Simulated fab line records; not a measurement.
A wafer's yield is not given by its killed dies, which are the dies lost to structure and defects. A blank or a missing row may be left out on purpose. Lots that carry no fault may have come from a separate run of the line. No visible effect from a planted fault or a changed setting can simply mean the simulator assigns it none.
Which tool was responsible? -- flow n5Finfet -- 11 lots, 33 wafers sampled, at 4 steps of a route of 1938

WHAT THE GAUGES READ, wafer by wafer
N5_BEOL_M9_CD_MEAS_18: pitch 140 nm, target cd 70 nm. Usual: cdNm 70.1 nm, standard deviation 0.51.
lot,measured,on,cdNm (nm),flag
L211,day 9 21:53,cdSem-03,71.0 70.0 70.7,
L212,day 10 03:14,cdSem-03,69.1 68.8 68.4,
L215,day 10 14:15,cdSem-03,70.6 70.7 69.7,
L222,day 12 14:06,cdSem-02,70.6 69.8 70.7,
L225,day 12 20:49,cdSem-01,69.8 69.8 70.2,
L224,day 13 00:08,cdSem-01,71.1 70.2 70.9,
L227,day 14 04:02,cdSem-01,70.3 69.8 70.5,
L230,day 14 12:53,cdSem-03,70.1 69.3 69.4,
L231,day 14 14:04,cdSem-02,70.1 69.9 69.6,
L233,day 15 01:22,cdSem-03,70.4 70.0 69.5,
L232,day 15 14:23,cdSem-02,69.9 70.0 70.8,

N5_BEOL_M9_OVL_MEAS_29. Usual: V8_OVL 0.5 nm, standard deviation 0.74.
lot,measured,on,V8_OVL (nm),flag
L211,day 9 23:26,overlay-01,0.7 0.7 1.4,
L212,day 10 05:53,overlay-01,-0.1 1.3 0.3,
L215,day 10 15:32,overlay-01,0.3 1.0 0.1,
L222,day 12 14:58,overlay-01,0.5 -0.3 0.0,
L225,day 12 22:32,overlay-02,1.9 1.5 -0.1,
L224,day 13 00:42,overlay-02,0.5 0.4 -0.9,
L227,day 14 07:36,overlay-01,0.6 0.4 -0.6,
L230,day 14 14:05,overlay-02,0.1 0.7 2.0,
L231,day 14 14:24,overlay-02,-0.8 -1.2 -0.6,
L233,day 15 04:32,overlay-02,0.3 0.1 0.6,
L232,day 15 16:00,overlay-01,-0.5 0.2 -0.1,

WHICH TOOL RAN EACH LOT (tool, then ch and the chambers of the sampled wafers, then the start)
lot,N5_BEOL_M9_STRIP_67,N5_BEOL_M9_COAT_63
L211,"rieDiel-03 ch 0,2,3, day 9 21:40","lithoTrack-05 ch 0, day 9 23:08"
L212,"rieDiel-03 ch 1,2,3, day 10 03:01","lithoTrack-01 ch 0, day 10 05:18"
L215,"rieDiel-05 ch 0,1,3, day 10 14:01","lithoTrack-05 ch 0, day 10 15:14"
L222,"rieDiel-02 ch 1,2,3, day 12 13:51","lithoTrack-05 ch 0, day 12 14:39"
L225,"rieDiel-03 ch 0,1,2, day 12 20:36","lithoTrack-01 ch 0, day 12 22:07"
L224,"rieDiel-05 ch 0,1,3, day 12 23:55","lithoTrack-01 ch 0, day 13 00:23"
L227,"rieDiel-03 ch 1,2, day 14 03:49","lithoTrack-04 ch 0, day 14 07:08"
L230,"rieDiel-02 ch 0,1,3, day 14 12:38","lithoTrack-04 ch 0, day 14 13:47"
L231,"rieDiel-02 ch 0,3, day 14 13:50","lithoTrack-04 ch 0, day 14 14:06"
L233,"rieDiel-05 ch 0,3, day 15 01:08","lithoTrack-05 ch 0, day 15 04:14"
L232,"rieDiel-02 ch 2,3, day 15 14:10","lithoTrack-04 ch 0, day 15 15:30"
- N5_BEOL_M9_STRIP_67: strips in CF4.
- N5_BEOL_M9_COAT_63: time 60 s, resist thk 60 nm.

WHAT THE TOOLS THEMSELVES READ (means of the sampled wafers that have a number; where no wafer has one, the mark that the record gives instead)
N5_BEOL_M9_STRIP_67. Usual: drypumpMotorCurrentA 5.5 A, standard deviation 0.46; oesProductAu 0.78 a.u., standard deviation 0.084; rfVppV 271.1 V, standard deviation 1.5; showerheadPlenumPTorr 1.79 Torr, standard deviation 0.051; throttleValvePct 13.57 %, standard deviation 0.22.
lot,tool,drypumpMotorCurrentA (A),oesProductAu (a.u.),rfVppV (V),showerheadPlenumPTorr (Torr),throttleValvePct (%),flag
L211,rieDiel-03,5.2,0.81,271.2,1.80,13.51,
L212,rieDiel-03,5.2,0.81,271.3,1.80,13.49,
L215,rieDiel-05,5.6,0.71,270.3,1.77,13.77,
L222,rieDiel-02,5.5,0.77,271.4,1.82,13.59,
L225,rieDiel-03,5.2,0.81,271.8,1.81,13.48,
L224,rieDiel-05,5.6,0.79,269.9,1.77,13.63,
L227,rieDiel-03,5.0,0.83,271.6,1.81,13.49,
L230,rieDiel-02,5.7,0.80,272.4,1.85,13.41,
L231,rieDiel-02,5.9,0.81,274.2,1.87,13.34,
L233,rieDiel-05,6.1,0.83,270.6,1.74,13.63,
L232,rieDiel-02,5.5,0.72,271.7,1.83,13.79,

N5_BEOL_M9_COAT_63. Usual: dispensePressureKPa 48 kPa, standard deviation 3.7; exhaustPa 45.2 Pa, standard deviation 0.86; spinSpeedRpm 1500.1 rpm, standard deviation 0.93.
lot,tool,dispensePressureKPa (kPa),exhaustPa (Pa),spinSpeedRpm (rpm),flag
L211,lithoTrack-05,43,43.7,1499.5,
L212,lithoTrack-01,52,44.8,1501.2,
L215,lithoTrack-05,43,45.3,1500.5,
L222,lithoTrack-05,43,43.6,1500.6,
L225,lithoTrack-01,52,44.9,1462.0,OFF
L224,lithoTrack-01,52,45.7,1462.9,OFF
L227,lithoTrack-04,48,45.5,1499.3,
L230,lithoTrack-04,48,45.1,1499.2,
L231,lithoTrack-04,48,44.5,1500.4,
L233,lithoTrack-05,43,46.1,1499.7,
L232,lithoTrack-04,48,44.8,1500.2,

THE ANSWER, worked out from the rows above alone
Rule: a lot is off if the mean of its wafers that have a number lies more than 3 standard deviations from the usual mean. A lot without any number at a reading at which 4 lots or more have one is off too. The other lots that the step has rows for count as sound. After the gauges, taken in route order, come the tools' own readings; for these a lot's mean is taken, as printed above. At the first step where some lot is off, the reading lying furthest off is the one used; lots without a number count as furthest.
Off: L225, L224, at N5_BEOL_M9_COAT_63 (spinSpeedRpm).
If a tool, at that step or one of the process steps before it, ran each lot that is off and ran no sound lot following the first of them, it fits. One fits: N5_BEOL_M9_COAT_63 on lithoTrack-01. Its last sound lot is L212 (day 10 05:18), its first lot that is off L225 (day 12 22:07): a fault that began between those two fits.
On the lots that are off, the tool's own readings at N5_BEOL_M9_COAT_63 differ by more than 5 times the standard deviation of the sound lots' means, which bears it out; spinSpeedRpm reads 1462.5 rpm there versus 1500.1 rpm on the sound lots.

WHAT THE SIMULATOR PUT IN
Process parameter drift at N5_BEOL_M9_COAT_63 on lithoTrack-01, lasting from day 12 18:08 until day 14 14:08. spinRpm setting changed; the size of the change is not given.
Shown lots that were struck: L225, L224. The rule given above showed the same thing.
